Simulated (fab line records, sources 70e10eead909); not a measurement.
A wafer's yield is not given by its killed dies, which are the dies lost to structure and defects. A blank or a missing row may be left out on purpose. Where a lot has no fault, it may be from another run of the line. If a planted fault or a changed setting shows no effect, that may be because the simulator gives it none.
Chamber matching + flow nandHarc + NHARC_A_CONTACT_DEP_58 on pecvd-02 has 3 sister chambers
The step deposits SiON, target thk 90 nm. 27 wafers are shown with their chamber, then 12 later ones without.

WAFERS, EACH WITH ITS CHAMBER
| wafer  | chamber | heaterPowerW (W) | susceptorTempC (C) |
|--------|---------|------------------|--------------------|
| L075.1 | 0       | 652              | 399.94             |
| L075.3 | 2       | 699              | 400.58             |
| L075.4 | 2       | 728              | 400.00             |
| L077.1 | 2       | 751              | 399.94             |
| L077.2 | 0       | 726              | 399.53             |
| L077.6 | 2       | 731              | 400.49             |
| L078.2 | 0       | 656              | 400.24             |
| L078.4 | 1       | 890              | 400.04             |
| L078.5 | 2       | 754              | 399.78             |
| L079.3 | 0       | 756              | 399.86             |
| L079.5 | 1       | 925              | 400.60             |
| L079.6 | 0       | 779              | 399.59             |
| L081.3 | 1       | 820              | 399.45             |
| L081.4 | 1       | 822              | 399.63             |
| L081.5 | 0       | 774              | 400.08             |
| L083.1 | 1       | 853              | 400.10             |
| L083.4 | 2       | 776              | 400.11             |
| L083.5 | 1       | 850              | 400.09             |
| L086.2 | 0       | 769              | 399.79             |
| L086.4 | 1       | 867              | 399.56             |
| L086.5 | 0       | 757              | 399.75             |
| L087.2 | 1       | 844              | 400.01             |
| L087.5 | 0       | 779              | 400.36             |
| L087.6 | 2       | 804              | 400.26             |
| L090.2 | 1       | 895              | 400.28             |
| L090.4 | 1       | 888              | 400.07             |
| L090.5 | 0       | 826              | 399.84             |

SIGNATURES (averages over the wafers above)
| reading        | chamber 0 | chamber 1 | chamber 2 | scatter within a chamber |
|----------------|-----------|-----------|-----------|--------------------------|
| heaterPowerW   | 747.40    | 865.40    | 749.00    | 43.2                     |
| susceptorTempC | 399.8980  | 399.9830  | 400.1657  | 0.306                    |
Rule: a wafer lies at a distance from a chamber equal to the root of the sum of squares, over the readings, of (its reading less the chamber's mean, divided by the reading's scatter). The wafer belongs to the nearest chamber; if the next one is less than 2 further off, it can't be placed. The scatter: take each reading less its chamber's mean, square it, sum over the shown wafers, divide by the number of wafers less the number of chambers, and take the root.

WAFERS MISSING THEIR CHAMBER
| wafer  | heaterPowerW (W) | susceptorTempC (C) |
|--------|------------------|--------------------|
| L093.1 | 719              | 399.92             |
| L093.5 | 825              | 400.04             |
| L093.6 | 725              | 400.17             |
| L096.2 | 875              | 400.28             |
| L096.3 | 749              | 400.11             |
| L096.5 | 725              | 400.24             |
| L095.3 | 761              | 400.15             |
| L095.5 | 700              | 400.08             |
| L095.6 | 768              | 400.37             |
| L097.2 | 729              | 399.80             |
| L097.3 | 876              | 400.05             |
| L097.5 | 765              | 400.06             |

CHAMBER TAKEN BY EACH
| wafer  | from the rows above          | in truth |
|--------|------------------------------|----------|
| L093.1 | can't be placed: 0 or 2      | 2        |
| L093.5 | can't be placed: 1 or 2 or 0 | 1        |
| L093.6 | can't be placed: 2 or 0      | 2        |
| L096.2 | can't be placed: 1 or 2      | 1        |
| L096.3 | can't be placed: 2 or 0      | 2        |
| L096.5 | can't be placed: 2 or 0      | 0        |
| L095.3 | can't be placed: 2 or 0      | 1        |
| L095.5 | can't be placed: 2 or 0      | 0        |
| L095.6 | can't be placed: 2 or 0 or 1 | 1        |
| L097.2 | can't be placed: 0 or 2      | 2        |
| L097.3 | 1                            | 1        |
| L097.5 | can't be placed: 2 or 0 or 1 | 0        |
1 of 12 placed correctly. Can't be placed from these rows: 11 (the true chamber is among the candidates in 10). Number placed wrongly: 0.
